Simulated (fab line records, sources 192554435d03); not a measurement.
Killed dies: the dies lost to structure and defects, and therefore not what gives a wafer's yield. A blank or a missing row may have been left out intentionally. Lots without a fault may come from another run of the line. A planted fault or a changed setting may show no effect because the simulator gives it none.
Matching of chambers    flow n5 finfet    N5_BEOL_M2_ALD_98 on ald sin-04 has 4 sister chambers
The step deposits SiO2, target thk 2.5 nm, pulse time 1 s, co reactant pulse time 1 s. 42 wafers are shown with their chamber, then 12 later ones without.

WAFERS WITH THEIR CHAMBER
wafer   chamber  heater power w (W)  precursor pulse height rel
L075.1  0        86                  0.958
L075.4  3        76                  1.022
L075.6  0        87                  0.992
L078.1  3        80                  1.013
L078.2  2        84                  0.962
L078.3  1        69                  1.036
L078.4  0        85                  0.996
L078.5  3        78                  0.976
L078.6  0        85                  1.034
L079.1  2        85                  0.980
L079.3  3        79                  1.016
L079.4  0        87                  1.000
L080.1  1        70                  0.990
L080.2  0        86                  1.026
L080.3  3        80                  1.002
L080.4  2        82                  1.025
L080.5  1        72                  1.019
L080.6  0        86                  1.017
L082.4  0        88                  1.012
L082.5  0        89                  1.005
L082.6  1        71                  1.005
L081.3  3        79                  1.047
L081.5  3        79                  1.008
L081.6  0        89                  0.990
L083.4  3        79                  1.029
L083.5  1        71                  0.976
L083.6  0        86                  0.996
L085.1  1        74                  0.975
L085.2  2        83                  1.012
L085.3  3        79                  1.006
L085.4  0        87                  0.968
L085.5  3        79                  1.002
L085.6  0        88                  1.013
L084.3  0        86                  1.005
L084.4  3        78                  0.995
L084.5  1        70                  1.010
L088.1  1        72                  1.008
L088.2  2        83                  0.988
L088.3  3        81                  0.989
L088.4  0        86                  1.004
L088.5  0        89                  0.982
L088.6  1        73                  0.976

SIGNATURES, as means of the wafers listed above
reading                     chamber 0  chamber 1  chamber 2  chamber 3  scatter within a chamber
heater power w              86.88      71.33      83.40      78.92      1.36
precursor pulse height rel  0.99987    0.99944    0.99340    1.00875    0.0205
Rule: for a wafer and a chamber, the distance is found by dividing, reading by reading, the gap between the wafer's reading and the chamber's mean by the reading's scatter, squaring, summing and taking the root. If the next closest chamber is less than 2 further off than the closest, the wafer can't be placed; otherwise it belongs to the closest. The scatter: the root of (the sum of the squares of (reading less its chamber's mean) over the shown wafers, divided by (wafers less chambers)).

WAFERS WITH NO CHAMBER GIVEN
wafer   heater power w (W)  precursor pulse height rel
L089.4  81                  0.986
L089.5  80                  1.020
L089.6  82                  0.985
L090.1  81                  1.030
L090.3  80                  0.989
L090.5  71                  0.989
L093.2  82                  1.028
L093.3  80                  1.010
L093.5  70                  1.013
L094.1  82                  1.005
L094.5  90                  0.989
L094.6  71                  0.979

CHAMBER TAKEN BY EACH
wafer   from the rows above           in truth
L089.4  can't be placed: 2 or 3       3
L089.5  can't be placed: 3 or 2       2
L089.6  can't be placed: 2 or 3       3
L090.1  can't be placed: 3 or 2       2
L090.3  can't be placed: 3 or 2       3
L090.5  1                             1
L093.2  can't be placed: 2 or 3 or 0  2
L093.3  can't be placed: 3 or 2       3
L093.5  1                             1
L094.1  can't be placed: 2 or 3       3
L094.5  0                             0
L094.6  1                             1
Correct placement for 4 of the 12. Can't be placed from these rows: 8 (the true chamber is among the candidates in 8). Number placed wrongly: 0.
